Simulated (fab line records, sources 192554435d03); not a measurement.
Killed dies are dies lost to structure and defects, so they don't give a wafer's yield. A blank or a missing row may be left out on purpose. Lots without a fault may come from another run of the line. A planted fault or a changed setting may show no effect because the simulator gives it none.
fab line records | flow n5_finfet
record lots=4 wafers=12 last_day=16
route steps=1938 shown BEOL_M1@782 BEOL_M4@1111 PASSIVATION@1936
lots that met no fault: from a run of the same line without faults
start_h: hours from the record's first day to the start of the lot's first wafer shown | wait_h: hours since the lot's step before | " the same as in the row above | L1.1+2: a row that stands for several wafers | - no value, or no start given | * or withheld: withheld | < > ~ a bound
route shown NAME@n: a module of which the file shows steps, and the number in the route of the first | usual: mean/standard deviation of fault-free wafers | same: alike in all rows | chamber/n: place in a boat | sites: the reading at each site | _std_site: their standard deviation | _edge_site: outer sites' mean less inner sites' | radius_mm: how far each site lies from the wafer's centre | mask NAME#n: copy n | behind: the tool/chamber that last shaped the wafer | hold: why the lot was held/for how many hours/how that ended | device: the transistor (n, p or np) that didn't switch | end of line: the same wafers' tests at the end of the route | a step without rows: its recipe alone | killed: dies lost to structure and defects at the first sort, not the wafer's yield | map: a wafer's dies, x killed, . not, _ none there
set.NAME: the setting as run; set.NAME@STEP: as run at that earlier step | model.NAME: the simulator's own value behind a step, which no gauge read
lots at some steps of the route; a table a step, a row a wafer
services: from which hour (start_h, from the record's first day; less than 0 if before it) a tool's chamber was out of use, for how many hours, and why
## steps
# step N5_BEOL_M1_SOFTBAKE_23
# recipe temp_c=110 time_s=60 resist=CAR-EUV
# step N5_BEOL_M1_EXPOSE_25
# recipe mask_id=V0 na=0.33 source_shape=quasar sigma_inner=0.2 sigma_outer=0.8 polarization=unpolarized defocus_nm=5 target_cd_nm=24 dose_mj=63
# step N5_BEOL_M1_PEB_26
# recipe peb_temp_c=100 peb_time_s=60 resist=CAR-EUV
# step N5_BEOL_M1_DEVELOP_27
# recipe develop_time_s=30 developer=TMAH resist=CAR-EUV rinse_liquid=surfactant_rinse dry=air_spin dev_temp_c=23
# step N5_BEOL_M1_DESCUM_33
# recipe chemistry=O2 time_s=7 source_power_w=50 bias_power_w=20 pressure_mtorr=20 rf_frequency_hz=2.712e+07 temp_c=40 resist=CAR-EUV o2_flow_sccm=225
# step N5_BEOL_M1_ETCH_77
# recipe chemistry=N2/H2 target=underlayer target_depth_a=65 mask_material=CAR-EUV time_s=5.2 ion_energy_ev=200 pressure_mtorr=30 source_w=840 bias_w=150 n2_flow_sccm=200 h2_flow_sccm=200 ends=cleared
# step N5_BEOL_M1_ETCH_69
# recipe chemistry=CF4 target=SiARC target_depth_a=156 mask_material=CAR-EUV time_s=26 ion_energy_ev=80 pressure_mtorr=40 source_w=545 bias_w=36 Ar_flow_sccm=100 cf4_flow_sccm=100 ends=cleared
# step N5_BEOL_M1_ALD_98
# recipe material=SiO2 target_thk_a=25 temp_c=100 ald_precursor_family=BDEAS ald_co_reactant=O2-plasma pulse_time_s=1 co_reactant_pulse_time_s=1 purge_time_s=2 co_reactant_purge_time_s=2 ald_cycles=17 pressure_torr=2
# step N5_BEOL_M1_ETCHBACK_99
# recipe chemistry=CHF3 target=SiO2 target_depth_a=50 time_s=10.4 source_w=215 bias_w=47 Ar_flow_sccm=200 CHF3_flow_sccm=12 ion_energy_ev=100 pressure_mtorr=30
# step N5_BEOL_M1_ETCH_70
# recipe chemistry=N2/H2 target=SOC target_depth_a=800 overetch_a=160 mask_material=SiARC temp_c=40 time_s=120 ion_energy_ev=200 pressure_mtorr=30 source_w=840 bias_w=150 n2_flow_sccm=200 h2_flow_sccm=200
# usual drypump_motor_current_A=5.8/0.52 oes_product_au=0.62/0.067 rf_fwd_power_W=835.9/2.9 rf_vpp_V=523.1/1.9 run_length_s=143.3/0.52 showerhead_plenum_p_Torr=2.51/0.065 throttle_valve_pct=17.75/0.23
# columns lot.wafer tool chamber start_h wait_h drypump_motor_current_A oes_product_au rf_fwd_power_W rf_hours_counter_h rf_vpp_V run_length_s showerhead_plenum_p_Torr throttle_valve_pct model.SiARC_of_BEOL_M1_COAT_68.thk_nm
L968.1 rie_diel-03 2 152.46 0.0 5.2 0.56 837.3 189 524.5 143.8 2.52 18.03 6
L968.4 " 0 " " 6.6 0.53 838.7 230 523.0 143.1 2.49 17.83 6.4
L968.5 " 0 " " 6.6 0.54 837.3 - 522.3 143.5 2.49 17.85 6.4
L975.1 rie_diel-03 2 191.09 0.0 5.2 0.55 831.8 201 521.7 144.0 2.51 18.06 6
L975.4 " 1 " " 4.7 0.85 - 32 522.3 118.5 2.50 18.00 7.4
L975.6 " 2 " " 5.2 0.55 831.1 - 524.3 143.8 2.51 18.05 6
L977.1 rie_diel-03 1 202.31 0.0 4.7 0.68 837.8 35 523.6 142.8 2.50 17.98 6.4
L977.4 " 2 " " 5.2 0.70 - 205 523.4 119.0 2.51 18.09 7.4
L977.5 " 1 " " 4.7 0.85 - - 523.1 118.1 2.50 17.99 7.6
L982.1 rie_diel-01 1 233.08 0.0 5.7 0.51 834.7 249 520.9 144.2 2.39 17.91 6.4
L982.3 " 3 " " 6.3 0.58 834.3 142 521.8 143.5 2.45 17.77 7
L982.5 " 2 " " 5.6 0.64 835.7 - 523.0 143.3 2.46 17.57 6.4
# step N5_BEOL_M1_STRIP_71
# recipe chemistry=N2/H2 temp_c=40 n2_flow_sccm=200 h2_flow_sccm=200 rf_frequency_hz=6e+07
# step N5_BEOL_M1_STRIP_78
# recipe chemistry=N2/H2 temp_c=40 n2_flow_sccm=200 h2_flow_sccm=200 rf_frequency_hz=6e+07
# step N5_BEOL_M1_VIA_ETCH_34
# recipe chemistry=C4F6/O2 target_depth_a=678 mask_material=SOC pressure_mtorr=15 ion_energy_ev=250 taper_deg=4 time_s=64.4 source_w=350 bias_w=170 Ar_flow_sccm=300 C4F6_flow_sccm=10 O2_flow_sccm=10
# usual drypump_motor_current_A=5.8/0.52 mfc_ar_sccm=299.9/0.91 oes_product_au=0.81/0.097 rf_fwd_power_W=347.5/1.1 rf_vpp_V=660/18 run_length_s=87.7/0.5 showerhead_plenum_p_Torr=2.81/0.069 throttle_valve_pct=30.7/0.3
# columns lot.wafer tool chamber start_h wait_h drypump_motor_current_A mfc_ar_sccm oes_product_au rf_fwd_power_W rf_hours_counter_h rf_vpp_V run_length_s showerhead_plenum_p_Torr throttle_valve_pct model.BEOL_M1.cd_nm
L968.1 rie_diel-03 2 152.56 0.0 5.2 300.4 0.74 348.2 189 684 88.4 2.84 31.0 18.2
L968.4 " 0 " " 6.5 299.8 0.69 349.0 230 652 87.7 2.85 31.4 18.2
L968.5 " 0 " " 6.5 299.8 0.70 347.6 - 651 87.8 2.85 31.4 18
L975.1 rie_diel-03 2 191.20 0.0 5.2 300.0 0.73 346.2 201 683 88.0 2.83 31.1 18
L975.4 " 1 " " 4.7 298.6 0.91 348.0 32 657 87.1 2.78 30.7 18
L975.6 " 2 " " 5.2 300.9 0.73 346.4 - 684 87.8 2.83 31.1 18
L977.1 rie_diel-03 1 202.41 0.0 4.7 299.0 0.90 346.2 35 656 87.4 2.78 30.7 18.6
L977.4 " 2 " " 5.2 298.4 0.73 346.0 206 683 87.8 2.83 31.1 17.4
L977.5 " 1 " " 4.7 300.5 0.89 347.3 - 657 87.2 2.78 30.8 18
L982.1 rie_diel-01 1 233.18 0.0 5.7 299.9 0.66 345.6 249 653 88.3 2.68 30.8 18.6
L982.3 " 3 " " 6.3 300.8 0.73 346.0 142 621 88.3 2.74 30.6 18.6
L982.5 " 2 " " 5.6 299.1 0.84 348.7 - 658 87.9 2.77 30.6 18.2
# step N5_BEOL_M1_STRIP_83
# recipe chemistry=C4F6/O2 resist=SiARC rf_frequency_hz=6e+07
# step N5_BEOL_M4_RC_MEAS_101
# usual DIBL_N=37.3/2.3 DIBL_P=37.4/2.9 IOFF_N=0.18/0.045 IOFF_P=0.25/0.054 ION_N=679/15 ION_P=468/9.7 SS_N=71.8/0.62 SS_P=73.6/0.76 VT_N=248/4.1 VT_P=-248/3.6
# columns lot.wafer tool chamber start_h wait_h DIBL_N[mV/V] DIBL_P[mV/V] IOFF_N[nA/um] IOFF_P[nA/um] ION_N[uA/um] ION_P[uA/um] SS_N[mV/dec] SS_P[mV/dec] VT_N[mV] VT_P[mV]
L968.1 prober-01 0 189.07 0.0 31.8 30.7 0.08 0.13 643 443 70.8 71.7 259 -255
L968.4 " 0 " " 36.7 38.2 0.16 0.24 678 472 72.2 72.8 252 -248
L968.5 " 0 " " 34.5 35.6 0.13 0.18 667 467 71.2 72.9 251 -248
L975.1 prober-01 0 235.73 0.0 39.3 40.3 0.24 0.27 697 474 73.0 74.3 243 -249
L975.4 " 0 " " 34.9 36.9 0.16 0.22 676 472 71.4 73.0 247 -251
L975.6 " 0 " " 38.3 40.4 0.24 0.29 685 468 72.8 74.1 245 -245
L977.1 prober-02 0 242.43 0.0 41.0 42.5 0.25 0.39 697 482 72.4 74.5 244 -241
L977.4 " 0 " " 37.1 37.5 0.15 0.25 669 467 72.1 73.0 250 -245
L977.5 " 0 " " 39.6 40.8 0.23 0.32 686 480 72.4 73.8 245 -240
L982.1 prober-01 0 270.67 0.0 34.9 34.4 0.15 0.20 670 465 70.9 72.8 253 -249
L982.3 " 0 " " 37.3 38.6 0.20 0.29 688 472 71.8 74.5 248 -245
L982.5 " 0 " " 37.0 37.9 0.19 0.26 665 460 71.6 74.1 248 -249
# step N5_PASSIVATION_PROBE_49
# usual defect_limited_yield=91.3/1.5 killed_at_M0_to_M3=35/8.7 killed_at_M4_up=14/5.5 killed_at_contacts=11/5.6 killed_at_front_end=39/13 killed_at_other=3.7/2.2 killed_dies=103/18 killed_open=69/14 killed_short=33/7.8 sort_bin_4_leakage=0.02/0.15 sort_bin_5_function=5.1/0.99 sort_bin_6_memory=3.3/0.67 sort_bin_8_speed=0.02/0.17 sort_n_pass=1077/18 sort_yield_pct=91.2/1.5
# same gross_dies=1180 killed_at_back_side=0
# columns lot.wafer tool chamber start_h wait_h defect_limited_yield[%] killed_at_M0_to_M3 killed_at_M4_up killed_at_contacts killed_at_front_end killed_at_other killed_dies killed_open killed_short sort_bin_4_leakage[%] sort_bin_5_function[%] sort_bin_6_memory[%] sort_bin_8_speed[%] sort_n_pass sort_yield_pct[%]
L982.1 prober-01 - 377.95 0.0 94.5 23 12 5 21 4 65 41 22 0 3.6 1.7 0 1115 94.5
L982.3 prober-01 - 378.05 0.1 94.7 12 11 18 12 9 62 38 20 0 2.5 2.5 0 1118 94.7
L982.5 prober-01 - 378.15 0.2 94.4 30 13 4 14 5 66 51 15 0 3.3 2.3 0 1114 94.4
# killed by level:class
L982.1 BEOL_M2:geometric_particle:open=6 STI_FIN_REVEAL:geometric_particle:open=5 STARTING-WAFER:geometric_particle:short=5 BEOL_M1:geometric_particle:open=4 FIN_SAQP:geometric_particle:open=3 MOL_CONTACT_COAG:geometric_particle:open=3 BEOL_M0_SAQP:geometric_particle:short=3 BEOL_M0_SAQP:geometric_particle:open=3
L982.3 MOL_CONTACT_COAG:geometric_particle:open=14 MOL_CONTACT_COAG:geometric_particle:short=4 FIN_SAQP:geometric_particle:open=3 BEOL_M3:geometric_particle:open=3 ILD0:geometric_particle:short=3 BEOL_M5:coat_microbubble_printed=3 BEOL_M4:geometric_particle:open=3 BEOL_M4:geometric_particle:short=3
L982.5 BEOL_M3:geometric_particle:open=10 BEOL_M0_SAQP:geometric_particle:open=7 BEOL_M2:geometric_particle:open=7 STI_FIN_REVEAL:geometric_particle:short=5 STI_FIN_REVEAL:geometric_particle:open=4 MOL_CONTACT_COAG:geometric_particle:open=4 BEOL_M5:geometric_particle:open=4 BEOL_M0_SAQP:geometric_particle:short=3
## services
# columns tool chamber start_h hours kind
rie_diel-03 3 130.46 6.6 repair
rie_diel-03 0 214.92 - clean
rie_diel-03 0 214.92 - consumable_replace:focus_ring
rie_diel-03 0 214.92 18.6 scheduled_down
rie_diel-03 0 214.92 18.6 vent_cycle
## key
first_sign step=N5_BEOL_M1_ETCH_70 reading=run_length_s direction=down sigmas=48 usual=* struck=*
effect step=N5_BEOL_M1_ETCH_70 reading=oes_product_au direction=up sigmas=2.7 usual=0.62 struck=0.80
model_effect step=N5_BEOL_M1_ETCH_70 value=SiARC_of_BEOL_M1_COAT_68.thk_nm without=6.267 struck=7.467
model_effect step=N5_BEOL_M1_VIA_ETCH_34 value=BEOL_M1.cd_nm without=18.33 struck=17.8
met_at N5_BEOL_M1_ETCH_70
struck_wafers L975.4,L977.4,L977.5
onset_between 152.46 191.09
fault kind=process_parameter_drift tool=rie_diel-03 chamber=- onset_h=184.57 steps=N5_BEOL_M1_ETCH_70 channel=time_s offset=* shape=step end_h=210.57 scope=struck_wafers_only acts_in=* stated=*
